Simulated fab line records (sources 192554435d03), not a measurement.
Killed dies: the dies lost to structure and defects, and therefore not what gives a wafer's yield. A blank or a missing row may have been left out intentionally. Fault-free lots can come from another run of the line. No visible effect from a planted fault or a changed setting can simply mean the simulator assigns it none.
Split-lot study	flow n5-finfet	on a route of 1938 steps: 7 lots, 21 wafers read

SPLIT DETAILS
At N5_HKMG_FIN_ETCH_55 (etches SOC in N2/H2, target depth 240 nm, time 300 s), the setting bias-w was moved away from the recipe's 150 W on 10 of the 21 wafers read, by -16.2% to +15.0%. The other wafers ran this setting at the recipe's value.

Reading taken at the split's own step.

THE READING
rf-vpp-V, in V, at N5_HKMG_FIN_ETCH_55 (etches SOC in N2/H2, target depth 240 nm, time 300 s). Typical for fault-free wafers on this fab line: 525.0 V, with standard deviation 2.3 V.

wafer	tool, chamber at the split	bias-w as run, W	against the recipe	rf-vpp-V, V	against lot-mates on the recipe
L078.3	rie-diel-05, 2	150	recipe	526.1	-
L078.4	rie-diel-05, 1	150	recipe	526.7	-
L078.6	rie-diel-05, 1	159.8	+6.5%	548.0	+21.6
L080.1	rie-diel-04, 0	164.5	+9.7%	558.1	+35.4
L080.2	rie-diel-04, 3	164.5	+9.7%	555.3	+32.6
L080.6	rie-diel-04, 3	150	recipe	522.7	-
L082.1	rie-diel-05, 0	150	recipe	528.3	-
L082.3	rie-diel-05, 1	150	recipe	527.0	-
L082.6	rie-diel-05, 0	150	recipe	530.7	-
L084.2	rie-diel-03, 1	161.7	+7.8%	545.7	+21.5
L084.3	rie-diel-03, 2	161.7	+7.8%	554.2	+30.0
L084.4	rie-diel-03, 3	150	recipe	524.2	-
L087.2	rie-diel-03, 3	166.2	+10.8%	558.7	+30.7
L087.3	rie-diel-03, 0	166.2	+10.8%	560.1	+32.1
L087.6	rie-diel-03, 2	150	recipe	528.0	-
L093.1	rie-diel-05, 1	172.5	+15.0%	573.8	+51.8
L093.3	rie-diel-05, 2	172.5	+15.0%	573.8	+51.8
L093.6	rie-diel-05, 3	150	recipe	522.0	-
L094.2	rie-diel-03, 3	125.7	-16.2%	467.5	-56.3
L094.3	rie-diel-03, 0	150	recipe	526.5	-
L094.5	rie-diel-03, 1	150	recipe	521.1	-

FIT RESULTS
A straight line over all 21 wafers: rf-vpp-V changes by +3.31 V for each +1% of bias-w; r = +0.99; the points scatter about the line by 2.9 V.
The same after taking each lot's own level away (the mean of its wafers on the recipe; 21 wafers): +3.37 V for each +1%; r = +0.99; scatter 2.5 V.
According to that fit, moving bias-w by its largest amount changes the reading by 55 V.
The span of the lots' own levels, 522.00 to 528.67 V, comes to 2.9 times the standard deviation stated above.
The two slopes are in agreement: the lot-to-lot level therefore moves the slope only a little.
Check: with one of the wafers moved furthest among these (-16.2%) left out of the fit, the line predicts -54 V for it against its lot-mates. Against them it came out at -56.3 V.
Tool readings at the split's step, against how far the setting was moved: rf-vpp-V r = +0.99.

ADDITIONAL SPLITS CARRIED BY THESE WAFERS
Other splits were also applied to these wafers ahead of the reading. Each is held against what the fit with the lots' levels taken away leaves over:
other split on the same wafers	wafers away from the commonest value	r with rf-vpp-V (lot level and that fit taken away)
N5_SD_EPI_N_EXPOSE_06 dose-mj	7	-0.47
N5_SD_EPI_N_DESCUM_14 time-s	6	-0.03
N5_SD_EPI_N_ETCH_45 target-depth-a	5	+0.14
N5_SDB_ALD_29 ald-cycles	5	+0.00
N5_HKMG_FIN_EXPOSE_46 dose-mj	10	+0.06

THE WHOLE CHAIN: every reading that the file lists as answering this split, in the file's order
step	what it does	reading	change (the file's fit)	r (the file's)
N5_HKMG_FIN_ETCH_55	etches SOC in N2/H2, target depth 240 nm, time 300 s	rf-vpp-V	+3.37 V for each +1% of the setting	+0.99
N5_HKMG_FIN_ETCH_55	etches SOC in N2/H2, target depth 240 nm, time 300 s	etch.depth-nm (the simulator's own value, which no gauge read)	+1.06 nm for each +1% of the setting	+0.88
N5_HKMG_FIN_ETCH_55	etches SOC in N2/H2, target depth 240 nm, time 300 s	HKMG_FIN.feature-depth-nm (the simulator's own value, which no gauge read)	+1.06 nm for each +1% of the setting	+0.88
N5_HKMG_FIN_ETCH_55	etches SOC in N2/H2, target depth 240 nm, time 300 s	SiARC_of_HKMG_FIN_COAT_42.thk-nm (the simulator's own value, which no gauge read)	-0.173 nm for each +1% of the setting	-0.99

FILE'S OWN FIT
rf-vpp-V changes by +3.37 V for each +1% of bias-w, r = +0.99.
